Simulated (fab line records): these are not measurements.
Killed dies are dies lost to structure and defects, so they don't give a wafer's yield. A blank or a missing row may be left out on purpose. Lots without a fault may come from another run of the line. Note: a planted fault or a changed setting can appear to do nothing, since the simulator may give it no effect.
Matching of chambers + flow n5Finfet + N5_BEOL_M0_PRE_CLEAN_131 on cvdCo-01 has 3 sister chambers
The step time 15 s. 20 wafers are shown with their chamber, then 10 later ones without.

== EACH WAFER AND ITS CHAMBER ==
| wafer  | chamber | heaterPowerW (W) | rfFwdPowerW (W) |
|--------|---------|------------------|-----------------|
| L074.1 | 2       | 101              | 296.4           |
| L074.5 | 1       | 134              | 297.5           |
| L074.6 | 2       | 105              | 295.5           |
| L075.3 | 0       | 88               | 298.0           |
| L075.4 | 0       | 89               | 296.5           |
| L075.6 | 2       | 102              | 297.1           |
| L078.1 | 2       | 103              | 297.3           |
| L078.3 | 1       | 135              | 296.7           |
| L078.5 | 1       | 134              | 298.0           |
| L079.2 | 2       | 102              | 297.5           |
| L079.3 | 0       | 87               | 297.1           |
| L079.6 | 1       | 135              | 296.7           |
| L081.1 | 1       | 138              | 298.0           |
| L081.3 | 0       | 86               | 295.3           |
| L081.6 | 0       | 88               | 294.2           |
| L083.1 | 0       | 90               | 296.4           |
| L083.2 | 1       | 138              | 297.4           |
| L083.3 | 2       | 102              | 296.9           |
| L084.2 | 1       | 133              | 297.2           |
| L084.4 | 2       | 101              | 296.6           |

SIGNATURES (means of the wafers above)
| reading      | chamber 0 | chamber 1 | chamber 2 | scatter within a chamber |
|--------------|-----------|-----------|-----------|--------------------------|
| heaterPowerW | 88.00     | 135.29    | 102.29    | 1.62                     |
| rfFwdPowerW  | 296.250   | 297.357   | 296.757   | 0.889                    |
Rule: for a wafer and a chamber, the distance is found by dividing, reading by reading, the gap between the wafer's reading and the chamber's mean by the reading's scatter, squaring, summing and taking the root. If the next closest chamber is less than 2 further off than the closest, the wafer can't be placed; otherwise it belongs to the closest. How the scatter is found: for the shown wafers, subtract from each reading the mean of its chamber, square and add these, divide the total by (wafers less chambers), then take the root.

== WAFERS WITHOUT THEIR CHAMBER ==
| wafer  | heaterPowerW (W) | rfFwdPowerW (W) |
|--------|------------------|-----------------|
| L084.5 | 136              | 297.3           |
| L090.2 | 105              | 298.0           |
| L090.5 | 134              | 296.9           |
| L090.6 | 89               | 296.1           |
| L092.1 | 105              | 296.5           |
| L092.2 | 137              | 297.0           |
| L092.5 | 137              | 296.4           |
| L093.3 | 136              | 296.8           |
| L093.4 | 105              | 297.3           |
| L093.6 | 88               | 295.0           |

== WHICH CHAMBER EACH ONE RAN IN ==
| wafer  | from the rows above | in truth |
|--------|---------------------|----------|
| L084.5 | 1                   | 1        |
| L090.2 | 2                   | 2        |
| L090.5 | 1                   | 1        |
| L090.6 | 0                   | 0        |
| L092.1 | 2                   | 2        |
| L092.2 | 1                   | 1        |
| L092.5 | 1                   | 1        |
| L093.3 | 1                   | 1        |
| L093.4 | 2                   | 2        |
| L093.6 | 0                   | 0        |
Correctly placed: 10 of 10. Not placeable from these rows: 0. 0 placed wrongly.
